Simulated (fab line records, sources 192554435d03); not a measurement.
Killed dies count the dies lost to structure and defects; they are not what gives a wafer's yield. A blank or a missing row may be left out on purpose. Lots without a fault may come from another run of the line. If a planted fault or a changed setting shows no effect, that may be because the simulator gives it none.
Split-lot trial -- flow n5-finfet -- route with 1938 steps; 7 lots, 21 wafers read

## SPLIT DETAILS
At N5_BEOL_M3_ILD_DEP_00 (deposits SiOC from DEMS/O2, target thk 79 nm, time 15.3 s), the setting time-s was moved away from the recipe's 15.3 s on 6 of the 21 wafers read, by -13.9% to +9.2%. The other wafers ran this setting at the recipe's value.

There is no step in the file separating the split from the reading.

## THE READING
M3_ILD_THK at N5_BEOL_M3_THK_MEAS_01, in nm. On this fab line, fault-free wafers typically give 79.0 nm with a standard deviation of 0.98 nm.

wafer,"tool, chamber at the split","time-s as run, s",against the recipe,"M3_ILD_THK, nm",against lot-mates on the recipe
L078.1,"pecvd-04, 2",16.61,+8.6%,85.8,+5.4
L078.4,"pecvd-04, 2",15.3,recipe,80.4,-
L078.5,"pecvd-04, 1",16.61,+8.6%,87.6,+7.2
L079.1,"pecvd-02, 0",15.3,recipe,76.7,-
L079.4,"pecvd-02, 1",15.3,recipe,78.7,-
L079.6,"pecvd-02, 0",15.3,recipe,77.2,-
L082.2,"pecvd-02, 0",15.3,recipe,78.6,-
L082.5,"pecvd-02, 0",13.17,-13.9%,68.6,-10.0
L082.6,"pecvd-02, 0",13.17,-13.9%,68.5,-10.1
L084.3,"pecvd-04, 1",15.3,recipe,78.1,-
L084.4,"pecvd-04, 2",15.3,recipe,80.0,-
L084.5,"pecvd-04, 1",15.3,recipe,79.5,-
L088.3,"pecvd-04, 1",15.3,recipe,79.6,-
L088.5,"pecvd-04, 0",16.7,+9.2%,86.6,+6.5
L088.6,"pecvd-04, 1",15.3,recipe,80.5,-
L089.2,"pecvd-04, 0",15.3,recipe,77.7,-
L089.5,"pecvd-04, 0",15.3,recipe,78.7,-
L089.6,"pecvd-04, 1",15.3,recipe,79.0,-
L090.1,"pecvd-01, 2",15.3,recipe,78.6,-
L090.3,"pecvd-01, 0",16.31,+6.6%,84.6,+4.8
L090.4,"pecvd-01, 0",15.3,recipe,81.0,-

FIT RESULTS
A straight line over all 21 wafers: M3_ILD_THK changes by +0.799 nm for each +1% of time-s; r = +0.97; the points scatter about the line by 1.1 nm.
The same after taking each lot's own level away (the mean of its wafers on the recipe; 21 wafers): +0.724 nm for each +1%; r = +0.99; scatter 0.72 nm.
Per that fit: largest time-s move, reading shift of 10 nm.
The lots' own levels span 77.53 to 80.40 nm, that is 2.9 times the standard deviation above.
So the slope is not independent of the lot-to-lot level: the two fits are not the same.
Check: with one of the wafers moved furthest among these (-13.9%) left out of the fit, the line predicts -10.1 nm for it against its lot-mates. Against them it came out at -10 nm.

## ADDITIONAL SPLITS CARRIED BY THESE WAFERS
Before the reading, these wafers also passed through other splits. Each is held against what the fit with the lots' levels taken away leaves over:
other split on the same wafers,wafers away from the commonest value,r with M3_ILD_THK (lot level and that fit taken away)
N5_BEOL_M1_COAT_05 spin-rpm,6,-0.04
N5_BEOL_M2_ETCH_69 bias-w,6,-0.03

## THE WHOLE CHAIN: every reading that the file lists as answering this split, in the file's order
step,what it does,reading,change (the file's fit),r (the file's)
N5_BEOL_M3_ILD_DEP_00,"deposits SiOC from DEMS/O2, target thk 79 nm, time 15.3 s","SiOC_of_BEOL_M3_ILD_DEP_00.thk-nm (the simulator's own value, which no gauge read)",+0.723 nm for each +1% of the setting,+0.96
N5_BEOL_M3_THK_MEAS_01,,M3_ILD_THK,+0.723 for each +1% of the setting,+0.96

## FILE'S OWN FIT
M3_ILD_THK changes by +0.723 nm for each +1% of time-s, r = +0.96.
